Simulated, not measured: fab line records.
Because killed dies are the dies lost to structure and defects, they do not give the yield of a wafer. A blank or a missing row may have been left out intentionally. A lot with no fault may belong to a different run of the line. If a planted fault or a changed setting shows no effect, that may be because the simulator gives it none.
Chamber matching	flow nand harc	4 sister chambers for NHARC_A_SLIT_DESCUM_14 on rie diel-02
The step chemistry O2, time 3 s. 30 wafers are shown with their chamber, then 12 later ones without.

## WAFERS WITH THEIR CHAMBER
wafer	chamber	showerhead plenum p Torr (Torr)	throttle valve pct (%)	oes product au (a.u.)
L074.1	1	1.84	11.312	0.998
L074.3	2	1.93	11.326	0.991
L074.5	2	1.93	11.312	0.983
L077.4	1	1.84	11.319	1.009
L077.5	2	1.93	11.304	0.995
L077.6	3	1.95	11.331	1.001
L078.1	3	1.95	11.310	0.998
L078.3	2	1.93	11.305	0.986
L078.6	3	1.95	11.317	0.990
L079.3	3	1.95	11.313	0.994
L079.5	1	1.84	11.309	0.996
L079.6	2	1.93	11.303	1.000
L080.1	0	1.90	11.322	1.001
L080.2	1	1.84	11.297	0.994
L080.3	3	1.95	11.300	0.995
L080.4	2	1.93	11.306	0.994
L080.5	1	1.84	11.315	0.997
L080.6	0	1.90	11.313	1.000
L082.2	1	1.84	11.315	0.994
L082.5	1	1.84	11.311	0.978
L082.6	0	1.90	11.321	0.995
L083.1	1	1.84	11.306	0.991
L083.2	3	1.95	11.308	0.992
L083.5	3	1.95	11.316	0.979
L086.1	3	1.95	11.318	0.984
L086.3	1	1.84	11.311	1.011
L086.4	2	1.92	11.323	1.000
L088.1	1	1.84	11.319	1.000
L088.4	3	1.95	11.311	1.003
L088.5	1	1.84	11.315	0.998

SIGNATURES (averages over the wafers above)
reading	chamber 0	chamber 1	chamber 2	chamber 3	scatter within a chamber
showerhead plenum p Torr	1.9000	1.8400	1.9286	1.9500	0.00182
throttle valve pct	11.31867	11.31173	11.31129	11.31378	0.00776
oes product au	0.99867	0.99691	0.99271	0.99289	0.00766
Rule: distance of a wafer from a chamber = root of the sum over the readings of ((wafer's reading minus chamber's mean) / reading's scatter) squared. If the next closest chamber is less than 2 further off than the closest, the wafer can't be placed; otherwise it belongs to the closest. How the scatter is found: for the shown wafers, subtract from each reading the mean of its chamber, square and add these, divide the total by (wafers less chambers), then take the root.

## WAFERS MISSING THEIR CHAMBER
wafer	showerhead plenum p Torr (Torr)	throttle valve pct (%)	oes product au (a.u.)
L087.2	1.90	11.323	1.009
L087.3	1.95	11.307	1.003
L087.5	1.84	11.317	0.997
L091.2	1.95	11.300	0.992
L091.4	1.84	11.321	0.994
L091.5	1.94	11.321	1.000
L096.1	1.92	11.303	1.010
L096.3	1.84	11.314	0.999
L096.4	1.94	11.317	1.002
L097.2	1.84	11.313	0.986
L097.4	1.92	11.328	0.986
L097.6	1.94	11.311	0.993

## WHICH CHAMBER EACH WENT THROUGH
wafer	from the rows above	in truth
L087.2	0	0
L087.3	3	3
L087.5	1	1
L091.2	3	3
L091.4	1	1
L091.5	can't be placed: 3 or 2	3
L096.1	2	2
L096.3	1	1
L096.4	can't be placed: 3 or 2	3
L097.2	1	1
L097.4	2	2
L097.6	can't be placed: 3 or 2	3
Placed correctly: 9 of 12. Not placeable from these rows: 3 (in 3, the candidates include the true chamber). Placed wrongly: 0.
